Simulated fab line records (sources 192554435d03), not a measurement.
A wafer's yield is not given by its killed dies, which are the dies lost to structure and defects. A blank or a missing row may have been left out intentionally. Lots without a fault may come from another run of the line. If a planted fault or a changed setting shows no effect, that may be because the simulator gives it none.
The tool behind it: which one? || flow n5_finfet || 9 lots, 27 wafers sampled, at 5 steps of a route of 1938

## WHAT EACH GAUGE READ, for each wafer
N5_BEOL_M4_RC_MEAS_101. Usual: DIBL_N 35.7 mV/V, standard deviation 1.3; DIBL_P 35.4 mV/V, standard deviation 1.8; IOFF_N 0.152 nA/um, standard deviation 0.027; IOFF_P 0.20 nA/um, standard deviation 0.034; ION_N 672 uA/um, standard deviation 9.8; ION_P 461 uA/um, standard deviation 7.5; SS_N 71.4 mV/dec, standard deviation 0.55; SS_P 73.1 mV/dec, standard deviation 0.61; VT_N 251 mV, standard deviation 3.3; VT_P -251 mV, standard deviation 3.6.
{"lot": "L644", "measured": "day 7 23:58", "on": "prober-01", "DIBL_N (mV/V)": "34.0 35.2 34.4", "DIBL_P (mV/V)": "32.5 34.1 34.2", "IOFF_N (nA/um)": "0.114 0.133 0.126", "IOFF_P (nA/um)": "0.16 0.18 0.18", "ION_N (uA/um)": "661 670 659", "ION_P (uA/um)": "457 464 452", "SS_N (mV/dec)": "70.3 70.6 71.3", "SS_P (mV/dec)": "72.7 73.5 73.0", "VT_N (mV)": "255 253 255", "VT_P (mV)": "-255 -251 -250", "flag": ""}
{"lot": "L645", "measured": "day 8 11:07", "on": "prober-01", "DIBL_N (mV/V)": "38.6 34.7 34.8", "DIBL_P (mV/V)": "38.5 32.9 34.2", "IOFF_N (nA/um)": "0.217 0.139 0.144", "IOFF_P (nA/um)": "0.30 0.21 0.22", "ION_N (uA/um)": "674 671 673", "ION_P (uA/um)": "468 463 460", "SS_N (mV/dec)": "72.4 71.0 71.6", "SS_P (mV/dec)": "74.4 72.9 73.5", "VT_N (mV)": "248 251 251", "VT_P (mV)": "-244 -249 -248", "flag": ""}
{"lot": "L652", "measured": "day 10 03:15", "on": "prober-02", "DIBL_N (mV/V)": "36.5 37.6 37.4", "DIBL_P (mV/V)": "34.9 35.7 36.3", "IOFF_N (nA/um)": "0.147 0.154 0.156", "IOFF_P (nA/um)": "0.19 0.21 0.21", "ION_N (uA/um)": "671 669 675", "ION_P (uA/um)": "458 459 458", "SS_N (mV/dec)": "72.1 71.6 72.1", "SS_P (mV/dec)": "73.5 73.0 73.0", "VT_N (mV)": "251 250 253", "VT_P (mV)": "-248 -251 -249", "flag": ""}
{"lot": "L655", "measured": "day 11 00:10", "on": "prober-02", "DIBL_N (mV/V)": "35.2 34.1 35.6", "DIBL_P (mV/V)": "34.3 33.3 35.7", "IOFF_N (nA/um)": "0.139 0.125 0.146", "IOFF_P (nA/um)": "0.16 0.15 0.17", "ION_N (uA/um)": "649 659 653", "ION_P (uA/um)": "445 449 445", "SS_N (mV/dec)": "71.2 70.1 71.2", "SS_P (mV/dec)": "73.1 73.0 73.2", "VT_N (mV)": "252 251 254", "VT_P (mV)": "-256 -256 -256", "flag": ""}
{"lot": "L656", "measured": "day 11 01:20", "on": "prober-02", "DIBL_N (mV/V)": "34.1 35.7 36.3", "DIBL_P (mV/V)": "33.8 35.6 36.0", "IOFF_N (nA/um)": "0.115 0.138 0.146", "IOFF_P (nA/um)": "0.16 0.18 0.19", "ION_N (uA/um)": "656 673 661", "ION_P (uA/um)": "450 454 452", "SS_N (mV/dec)": "71.3 72.0 71.7", "SS_P (mV/dec)": "72.5 72.6 73.2", "VT_N (mV)": "254 254 253", "VT_P (mV)": "-253 -255 -254", "flag": ""}
{"lot": "L657", "measured": "day 11 20:35", "on": "prober-01", "DIBL_N (mV/V)": "36.5 36.3 35.8", "DIBL_P (mV/V)": "35.6 37.1 35.7", "IOFF_N (nA/um)": "0.155 0.163 0.149", "IOFF_P (nA/um)": "0.21 0.23 0.20", "ION_N (uA/um)": "667 668 663", "ION_P (uA/um)": "460 465 460", "SS_N (mV/dec)": "71.5 71.2 71.9", "SS_P (mV/dec)": "73.4 72.8 72.5", "VT_N (mV)": "252 250 250", "VT_P (mV)": "-252 -247 -248", "flag": ""}
{"lot": "L661", "measured": "day 12 16:40", "on": "prober-02", "DIBL_N (mV/V)": "39.0 38.2 37.7", "DIBL_P (mV/V)": "38.9 37.8 37.7", "IOFF_N (nA/um)": "0.201 0.196 0.175", "IOFF_P (nA/um)": "0.28 0.27 0.26", "ION_N (uA/um)": "685 691 677", "ION_P (uA/um)": "474 479 472", "SS_N (mV/dec)": "71.8 72.4 71.4", "SS_P (mV/dec)": "74.3 74.4 74.6", "VT_N (mV)": "246 248 248", "VT_P (mV)": "-246 -244 -244", "flag": ""}
{"lot": "L665", "measured": "day 13 20:10", "on": "prober-01", "DIBL_N (mV/V)": "34.3 36.4 35.3", "DIBL_P (mV/V)": "34.6 36.6 35.2", "IOFF_N (nA/um)": "0.123 0.150 0.124", "IOFF_P (nA/um)": "0.18 0.20 0.17", "ION_N (uA/um)": "663 673 667", "ION_P (uA/um)": "458 464 456", "SS_N (mV/dec)": "71.2 71.5 71.2", "SS_P (mV/dec)": "72.0 73.5 72.7", "VT_N (mV)": "253 250 253", "VT_P (mV)": "-252 -250 -251", "flag": ""}
{"lot": "L666", "measured": "day 14 06:29", "on": "prober-02", "DIBL_N (mV/V)": "34.8 33.8 35.4", "DIBL_P (mV/V)": "33.5 32.4 34.7", "IOFF_N (nA/um)": "0.121 0.104 0.132", "IOFF_P (nA/um)": "0.19 0.17 0.20", "ION_N (uA/um)": "674 653 668", "ION_P (uA/um)": "459 457 467", "SS_N (mV/dec)": "70.5 70.8 71.3", "SS_P (mV/dec)": "73.0 72.3 73.0", "VT_N (mV)": "254 259 252", "VT_P (mV)": "-252 -253 -249", "flag": ""}

## EACH LOT AND THE TOOL THAT RAN IT (in order: tool; ch and the chambers of the sampled wafers; start)
{"lot": "L644", "N5_MOL_CONTACT_COAG_ETCHBACK_136": "rie_diel-01 ch 1,2,3, day 5 07:14", "N5_MOL_CONTACT_COAG_STRIP_72": "rie_diel-01 ch 1,2,3, day 5 07:23", "N5_BEOL_M0_SAQP_PECVD_00": "pecvd-02 ch 0,1,2, day 5 11:46", "N5_BEOL_M0_SAQP_PECVD_96": "pecvd-01 ch 0,2, day 5 13:10"}
{"lot": "L645", "N5_MOL_CONTACT_COAG_ETCHBACK_136": "rie_diel-01 ch 0,1,2, day 5 16:48", "N5_MOL_CONTACT_COAG_STRIP_72": "rie_diel-01 ch 0,1,2, day 5 16:58", "N5_BEOL_M0_SAQP_PECVD_00": "pecvd-02 ch 1,2, day 5 21:21", "N5_BEOL_M0_SAQP_PECVD_96": "pecvd-03 ch 0,2, day 5 23:16"}
{"lot": "L652", "N5_MOL_CONTACT_COAG_ETCHBACK_136": "rie_diel-06 ch 1,2,3, day 7 09:14", "N5_MOL_CONTACT_COAG_STRIP_72": "rie_diel-06 ch 1,2,3, day 7 09:23", "N5_BEOL_M0_SAQP_PECVD_00": "pecvd-01 ch 0,1,2, day 7 16:00", "N5_BEOL_M0_SAQP_PECVD_96": "pecvd-03 ch 0,1,2, day 7 16:40"}
{"lot": "L655", "N5_MOL_CONTACT_COAG_ETCHBACK_136": "rie_diel-06 ch 1,2,3, day 8 10:14", "N5_MOL_CONTACT_COAG_STRIP_72": "rie_diel-06 ch 1,2,3, day 8 10:24", "N5_BEOL_M0_SAQP_PECVD_00": "pecvd-02 ch 0,1,2, day 8 14:46", "N5_BEOL_M0_SAQP_PECVD_96": "pecvd-01 ch 1,2, day 8 15:19"}
{"lot": "L656", "N5_MOL_CONTACT_COAG_ETCHBACK_136": "rie_diel-01 ch 1,2,3, day 8 12:47", "N5_MOL_CONTACT_COAG_STRIP_72": "rie_diel-01 ch 1,2,3, day 8 12:56", "N5_BEOL_M0_SAQP_PECVD_00": "pecvd-03 ch 0,1,2, day 8 17:46", "N5_BEOL_M0_SAQP_PECVD_96": "pecvd-01 ch 0,1, day 8 19:49"}
{"lot": "L657", "N5_MOL_CONTACT_COAG_ETCHBACK_136": "rie_diel-01 ch 2,3, day 8 21:37", "N5_MOL_CONTACT_COAG_STRIP_72": "rie_diel-01 ch 2,3, day 8 21:47", "N5_BEOL_M0_SAQP_PECVD_00": "pecvd-03 ch 0, day 9 02:11", "N5_BEOL_M0_SAQP_PECVD_96": "pecvd-01 ch 0,1,2, day 9 03:38"}
{"lot": "L661", "N5_MOL_CONTACT_COAG_ETCHBACK_136": "rie_diel-06 ch 1,2,3, day 9 19:29", "N5_MOL_CONTACT_COAG_STRIP_72": "rie_diel-06 ch 1,2,3, day 9 19:38", "N5_BEOL_M0_SAQP_PECVD_00": "pecvd-01 ch 1,2, day 10 00:00", "N5_BEOL_M0_SAQP_PECVD_96": "pecvd-02 ch 0,1,2, day 10 00:58"}
{"lot": "L665", "N5_MOL_CONTACT_COAG_ETCHBACK_136": "rie_diel-06 ch 0,1, day 10 23:35", "N5_MOL_CONTACT_COAG_STRIP_72": "rie_diel-06 ch 0,1, day 10 23:45", "N5_BEOL_M0_SAQP_PECVD_00": "pecvd-03 ch 0,1,2, day 11 04:06", "N5_BEOL_M0_SAQP_PECVD_96": "pecvd-03 ch 0,1,2, day 11 06:26"}
{"lot": "L666", "N5_MOL_CONTACT_COAG_ETCHBACK_136": "rie_diel-01 ch 1,2, day 11 09:16", "N5_MOL_CONTACT_COAG_STRIP_72": "rie_diel-01 ch 1,2, day 11 09:25", "N5_BEOL_M0_SAQP_PECVD_00": "pecvd-03 ch 0,1,2, day 11 16:39", "N5_BEOL_M0_SAQP_PECVD_96": "pecvd-02 ch 0,1, day 11 16:53"}
- N5_MOL_CONTACT_COAG_ETCHBACK_136: etches SiO2 in CHF3, target depth 25 nm, time 16.7 s.
- N5_MOL_CONTACT_COAG_STRIP_72: strips in N2/H2.
- N5_BEOL_M0_SAQP_PECVD_00: deposits SiCN from 3MS/NH3, target thk 8 nm, time 14 s.
- N5_BEOL_M0_SAQP_PECVD_96: deposits a-Si from SiH4/He, target thk 45 nm, time 45.2 s.

## AS READ BY THE TOOLS THEMSELVES (means over the sampled wafers that have a number; for cases with no such wafer, the mark the record gives instead)
N5_MOL_CONTACT_COAG_ETCHBACK_136. Usual: drypump_motor_current_A 5.6 A, standard deviation 0.43; oes_product_au 0.79 a.u., standard deviation 0.082; rf_vpp_V 522 V, standard deviation 4; showerhead_plenum_p_Torr 2.39 Torr, standard deviation 0.082; throttle_valve_pct 18.74 %, standard deviation 0.28.
{"lot": "L644", "tool": "rie_diel-01", "drypump_motor_current_A (A)": 5.4, "oes_product_au (a.u.)": 0.78, "rf_vpp_V (V)": 523, "showerhead_plenum_p_Torr (Torr)": 2.33, "throttle_valve_pct (%)": 18.52, "flag": ""}
{"lot": "L645", "tool": "rie_diel-01", "drypump_motor_current_A (A)": 5.7, "oes_product_au (a.u.)": 0.73, "rf_vpp_V (V)": 520, "showerhead_plenum_p_Torr (Torr)": 2.35, "throttle_valve_pct (%)": 18.79, "flag": ""}
{"lot": "L652", "tool": "rie_diel-06", "drypump_motor_current_A (A)": 5.9, "oes_product_au (a.u.)": 0.76, "rf_vpp_V (V)": 520, "showerhead_plenum_p_Torr (Torr)": 2.45, "throttle_valve_pct (%)": 18.96, "flag": ""}
{"lot": "L655", "tool": "rie_diel-06", "drypump_motor_current_A (A)": 5.9, "oes_product_au (a.u.)": 0.76, "rf_vpp_V (V)": 521, "showerhead_plenum_p_Torr (Torr)": 2.45, "throttle_valve_pct (%)": 18.97, "flag": ""}
{"lot": "L656", "tool": "rie_diel-01", "drypump_motor_current_A (A)": 5.4, "oes_product_au (a.u.)": 0.75, "rf_vpp_V (V)": 522, "showerhead_plenum_p_Torr (Torr)": 2.32, "throttle_valve_pct (%)": 18.57, "flag": ""}
{"lot": "L657", "tool": "rie_diel-01", "drypump_motor_current_A (A)": 5.3, "oes_product_au (a.u.)": 0.78, "rf_vpp_V (V)": 521, "showerhead_plenum_p_Torr (Torr)": 2.30, "throttle_valve_pct (%)": 18.43, "flag": ""}
{"lot": "L661", "tool": "rie_diel-06", "drypump_motor_current_A (A)": 5.9, "oes_product_au (a.u.)": 0.75, "rf_vpp_V (V)": 521, "showerhead_plenum_p_Torr (Torr)": 2.44, "throttle_valve_pct (%)": 18.99, "flag": ""}
{"lot": "L665", "tool": "rie_diel-06", "drypump_motor_current_A (A)": 5.3, "oes_product_au (a.u.)": 0.84, "rf_vpp_V (V)": 522, "showerhead_plenum_p_Torr (Torr)": 2.51, "throttle_valve_pct (%)": 18.87, "flag": ""}
{"lot": "L666", "tool": "rie_diel-01", "drypump_motor_current_A (A)": 5.5, "oes_product_au (a.u.)": 0.70, "rf_vpp_V (V)": 520, "showerhead_plenum_p_Torr (Torr)": 2.33, "throttle_valve_pct (%)": 18.80, "flag": ""}

N5_MOL_CONTACT_COAG_STRIP_72. Usual: drypump_motor_current_A 5.6 A, standard deviation 0.43; oes_product_au 0.79 a.u., standard deviation 0.082; rf_vpp_V 59.1 V, standard deviation 2.2; showerhead_plenum_p_Torr 2.55 Torr, standard deviation 0.09; throttle_valve_pct 23.66 %, standard deviation 0.24.
{"lot": "L644", "tool": "rie_diel-01", "drypump_motor_current_A (A)": 5.4, "oes_product_au (a.u.)": 0.78, "rf_vpp_V (V)": 58.8, "showerhead_plenum_p_Torr (Torr)": 2.48, "throttle_valve_pct (%)": 23.57, "flag": ""}
{"lot": "L645", "tool": "rie_diel-01", "drypump_motor_current_A (A)": 5.7, "oes_product_au (a.u.)": 0.74, "rf_vpp_V (V)": 60.0, "showerhead_plenum_p_Torr (Torr)": 2.50, "throttle_valve_pct (%)": 23.80, "flag": ""}
{"lot": "L652", "tool": "rie_diel-06", "drypump_motor_current_A (A)": 5.9, "oes_product_au (a.u.)": 0.77, "rf_vpp_V (V)": 59.3, "showerhead_plenum_p_Torr (Torr)": 2.61, "throttle_valve_pct (%)": 23.82, "flag": ""}
{"lot": "L655", "tool": "rie_diel-06", "drypump_motor_current_A (A)": 5.9, "oes_product_au (a.u.)": 0.74, "rf_vpp_V (V)": 59.5, "showerhead_plenum_p_Torr (Torr)": 2.60, "throttle_valve_pct (%)": 23.84, "flag": ""}
{"lot": "L656", "tool": "rie_diel-01", "drypump_motor_current_A (A)": 5.4, "oes_product_au (a.u.)": 0.76, "rf_vpp_V (V)": 58.4, "showerhead_plenum_p_Torr (Torr)": 2.47, "throttle_valve_pct (%)": 23.61, "flag": ""}
{"lot": "L657", "tool": "rie_diel-01", "drypump_motor_current_A (A)": 5.3, "oes_product_au (a.u.)": 0.78, "rf_vpp_V (V)": 59.0, "showerhead_plenum_p_Torr (Torr)": 2.45, "throttle_valve_pct (%)": 23.61, "flag": ""}
{"lot": "L661", "tool": "rie_diel-06", "drypump_motor_current_A (A)": 5.9, "oes_product_au (a.u.)": 0.74, "rf_vpp_V (V)": 60.0, "showerhead_plenum_p_Torr (Torr)": 2.60, "throttle_valve_pct (%)": 23.86, "flag": ""}
{"lot": "L665", "tool": "rie_diel-06", "drypump_motor_current_A (A)": 5.3, "oes_product_au (a.u.)": 0.83, "rf_vpp_V (V)": 58.7, "showerhead_plenum_p_Torr (Torr)": 2.68, "throttle_valve_pct (%)": 23.71, "flag": ""}
{"lot": "L666", "tool": "rie_diel-01", "drypump_motor_current_A (A)": 5.5, "oes_product_au (a.u.)": 0.71, "rf_vpp_V (V)": 58.4, "showerhead_plenum_p_Torr (Torr)": 2.47, "throttle_valve_pct (%)": 23.78, "flag": ""}

N5_BEOL_M0_SAQP_PECVD_00. Usual: showerhead_plenum_p_Torr 3.660 Torr, standard deviation 0.014; throttle_valve_pct 8.8 %, standard deviation 0.53.
{"lot": "L644", "tool": "pecvd-02", "showerhead_plenum_p_Torr (Torr)": 3.656, "throttle_valve_pct (%)": 8.4, "flag": ""}
{"lot": "L645", "tool": "pecvd-02", "showerhead_plenum_p_Torr (Torr)": 3.653, "throttle_valve_pct (%)": 8.3, "flag": ""}
{"lot": "L652", "tool": "pecvd-01", "showerhead_plenum_p_Torr (Torr)": 3.673, "throttle_valve_pct (%)": 9.1, "flag": ""}
{"lot": "L655", "tool": "pecvd-02", "showerhead_plenum_p_Torr (Torr)": 3.652, "throttle_valve_pct (%)": 8.4, "flag": ""}
{"lot": "L656", "tool": "pecvd-03", "showerhead_plenum_p_Torr (Torr)": 3.662, "throttle_valve_pct (%)": 9.0, "flag": ""}
{"lot": "L657", "tool": "pecvd-03", "showerhead_plenum_p_Torr (Torr)": 3.663, "throttle_valve_pct (%)": 9.8, "flag": ""}
{"lot": "L661", "tool": "pecvd-01", "showerhead_plenum_p_Torr (Torr)": 3.663, "throttle_valve_pct (%)": 8.8, "flag": ""}
{"lot": "L665", "tool": "pecvd-03", "showerhead_plenum_p_Torr (Torr)": 3.658, "throttle_valve_pct (%)": 9.2, "flag": ""}
{"lot": "L666", "tool": "pecvd-03", "showerhead_plenum_p_Torr (Torr)": 3.659, "throttle_valve_pct (%)": 9.1, "flag": ""}

N5_BEOL_M0_SAQP_PECVD_96. Usual: heater_power_w 690 W, standard deviation 65; run_length_s 81.4 s, standard deviation 0.48; showerhead_plenum_p_Torr 5.66 Torr, standard deviation 0.046; throttle_valve_pct 18.0 %, standard deviation 1.
{"lot": "L644", "tool": "pecvd-01", "heater_power_w (W)": 755, "run_length_s (s)": 81.5, "showerhead_plenum_p_Torr (Torr)": 5.70, "throttle_valve_pct (%)": 18.1, "flag": ""}
{"lot": "L645", "tool": "pecvd-03", "heater_power_w (W)": 714, "run_length_s (s)": 81.3, "showerhead_plenum_p_Torr (Torr)": 5.63, "throttle_valve_pct (%)": 18.6, "flag": ""}
{"lot": "L652", "tool": "pecvd-03", "heater_power_w (W)": 697, "run_length_s (s)": 82.3, "showerhead_plenum_p_Torr (Torr)": 5.64, "throttle_valve_pct (%)": 18.1, "flag": ""}
{"lot": "L655", "tool": "pecvd-01", "heater_power_w (W)": 722, "run_length_s (s)": 82.0, "showerhead_plenum_p_Torr (Torr)": 5.68, "throttle_valve_pct (%)": 17.5, "flag": ""}
{"lot": "L656", "tool": "pecvd-01", "heater_power_w (W)": 658, "run_length_s (s)": 81.0, "showerhead_plenum_p_Torr (Torr)": 5.68, "throttle_valve_pct (%)": 18.9, "flag": ""}
{"lot": "L657", "tool": "pecvd-01", "heater_power_w (W)": 707, "run_length_s (s)": 81.5, "showerhead_plenum_p_Torr (Torr)": 5.68, "throttle_valve_pct (%)": 18.4, "flag": ""}
{"lot": "L661", "tool": "pecvd-02", "heater_power_w (W)": 642, "run_length_s (s)": 81.7, "showerhead_plenum_p_Torr (Torr)": 5.63, "throttle_valve_pct (%)": 16.8, "flag": ""}
{"lot": "L665", "tool": "pecvd-03", "heater_power_w (W)": 656, "run_length_s (s)": 81.5, "showerhead_plenum_p_Torr (Torr)": 5.64, "throttle_valve_pct (%)": 18.3, "flag": ""}
{"lot": "L666", "tool": "pecvd-02", "heater_power_w (W)": 627, "run_length_s (s)": 81.5, "showerhead_plenum_p_Torr (Torr)": 5.60, "throttle_valve_pct (%)": 17.0, "flag": ""}

## THE ANSWER, worked out from the rows above alone
Rule: a lot counts as off when the mean over its wafers that have a number is more than 3 standard deviations away from the usual mean. Also off: a lot with no number at a reading for which 4 or more lots have one. The other lots that the step has rows for count as sound. After the gauges, taken in route order, come the tools' own readings; for these a lot's mean is taken, as printed above. At the first step where some lot is off, the reading lying furthest off is the one used; lots without a number count as furthest.
No lot is off on any of the readings shown, so nothing can be concluded from this.

## WHAT THE SIMULATOR PUT IN
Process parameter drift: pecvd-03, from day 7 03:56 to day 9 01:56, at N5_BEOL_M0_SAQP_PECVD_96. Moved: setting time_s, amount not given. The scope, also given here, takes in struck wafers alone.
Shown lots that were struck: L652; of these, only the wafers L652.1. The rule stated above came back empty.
